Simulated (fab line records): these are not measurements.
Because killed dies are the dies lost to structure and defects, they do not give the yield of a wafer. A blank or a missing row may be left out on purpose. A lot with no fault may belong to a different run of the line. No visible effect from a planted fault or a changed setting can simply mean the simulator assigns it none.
Split-lot trial ; flow n5 finfet ; route with 1938 steps; 7 lots, 21 wafers read

## ON THE SPLIT
At N5_FIN_SAQP_COAT_50 (time 60 s, resist thk 35 nm), the setting spin rpm was moved away from the recipe's 1500 rpm on 9 of the 21 wafers read, by -11.1% to +10.9%. For the rest of the wafers, this setting stayed at what the recipe calls for.

## FROM THE SPLIT TO THE READING: what the file shows between them, 4 steps
- N5_FIN_SAQP_COAT_10: resist thk 90 nm
- N5_FIN_SAQP_EBR_12
- N5_FIN_SAQP_DESCUM_21: chemistry O2, time 7.9 s
- N5_FIN_SAQP_ETCH_51: etches SiARC in CF4, target depth 45.5 nm, time 75.8 s

## THE READING
SiARC_of_FIN_SAQP_COAT_50.thk nm (the simulator's own value, which no gauge read), in nm, at N5_FIN_SAQP_ETCH_52 (etches SOC in N2/H2, target depth 100 nm, overetch 20 nm, time 150 s). There is no usual value for it anywhere in the file. Across the 12 wafers here that went through the recipe, the average is 29.20 nm and the standard deviation 0.27 nm.

wafer;tool, chamber at the split;spin rpm as run, rpm;against the recipe;SiARC_of_FIN_SAQP_COAT_50.thk nm, nm;against lot-mates on the recipe
L081.1;litho track-02, 0;1500;recipe;29.55;-
L081.2;litho track-02, 0;1663;+10.9%;27.64;-1.80
L081.3;litho track-02, 0;1500;recipe;29.32;-
L082.2;litho track-04, 0;1500;recipe;29.48;-
L082.4;litho track-04, 0;1500;recipe;29.09;-
L082.6;litho track-04, 0;1500;recipe;29.51;-
L084.2;litho track-04, 0;1334;-11.1%;31.18;+2.08
L084.3;litho track-04, 0;1500;recipe;29.1;-
L084.6;litho track-04, 0;1334;-11.1%;31.51;+2.41
L087.1;litho track-04, 0;1500;recipe;29.07;-
L087.2;litho track-04, 0;1500;recipe;29.41;-
L087.3;litho track-04, 0;1500;recipe;29.31;-
L090.2;litho track-05, 0;1341;-10.6%;31.1;+2.37
L090.3;litho track-05, 0;1500;recipe;28.84;-
L090.5;litho track-05, 0;1500;recipe;28.62;-
L091.2;litho track-05, 0;1557;+3.8%;28.6;-0.50
L091.3;litho track-05, 0;1500;recipe;29.1;-
L091.6;litho track-05, 0;1557;+3.8%;28.43;-0.67
L092.2;litho track-04, 0;1375;-8.3%;30.8;no lot-mate on the recipe
L092.4;litho track-04, 0;1375;-8.3%;31.03;no lot-mate on the recipe
L092.6;litho track-04, 0;1375;-8.3%;30.92;no lot-mate on the recipe

THE FIT
A straight line over all 21 wafers: SiARC_of_FIN_SAQP_COAT_50.thk nm changes by -0.183 nm for each +1% of spin rpm; r = -0.97; the points scatter about the line by 0.25 nm.
The same after taking each lot's own level away (the mean of its wafers on the recipe; 18 wafers): -0.194 nm for each +1%; r = -0.99; scatter 0.17 nm.
That fit puts the effect of the largest move of spin rpm on the reading at 2.1 nm.
From 28.730 to 29.435 nm: that is the span of the lots' own levels, equal to 2.6 times the standard deviation above.
Consequently the slope shifts little with the lot-to-lot level, the two slopes agreeing.
Check: +2.26 nm against its lot-mates is what the line predicts for one of the wafers moved furthest among these (-11.1%) when that wafer is left out of the fit. It came out at +2.08 nm against them.

## OTHER SPLITS ON THESE WAFERS
Before the reading, these wafers also passed through other splits. Each is held against what the fit with the lots' levels taken away leaves over:
other split on the same wafers;wafers away from the commonest value;r with SiARC_of_FIN_SAQP_COAT_50.thk nm (lot level and that fit taken away)
N5_ZERO_LAYER_COAT_05 spin rpm;10;-0.04
N5_ZERO_LAYER_DEVELOP_10 develop time s;4;+0.13
N5_WELL_APT_PEB_23 peb temp c;9;+0.00
N5_FIN_SAQP_HM_DEP_03 time s;10;+0.09

## THE WHOLE CHAIN: every reading that the file lists as answering this split, in the file's order
step;what it does;reading;change (the file's fit);r (the file's)
N5_FIN_SAQP_COAT_50;time 60 s, resist thk 35 nm;SiARC_of_FIN_SAQP_COAT_50.thk nm (the simulator's own value, which no gauge read);-0.18 nm for each +1% of the setting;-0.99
N5_FIN_SAQP_ETCH_51;etches SiARC in CF4, target depth 45.5 nm, time 75.8 s;etch.depth nm (the simulator's own value, which no gauge read);-0.18 nm for each +1% of the setting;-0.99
N5_FIN_SAQP_ETCH_51;etches SiARC in CF4, target depth 45.5 nm, time 75.8 s;CAR-ArF_of_FIN_SAQP_COAT_10.thk nm (the simulator's own value, which no gauge read);+0.169 nm for each +1% of the setting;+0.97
N5_FIN_SAQP_ETCH_52;etches SOC in N2/H2, target depth 100 nm, overetch 20 nm, time 150 s;SiARC_of_FIN_SAQP_COAT_50.thk nm (the simulator's own value, which no gauge read);-0.195 nm for each +1% of the setting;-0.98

## FILE'S OWN FIT
SiARC_of_FIN_SAQP_COAT_50.thk nm changes by -0.195 nm for each +1% of spin rpm, r = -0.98.
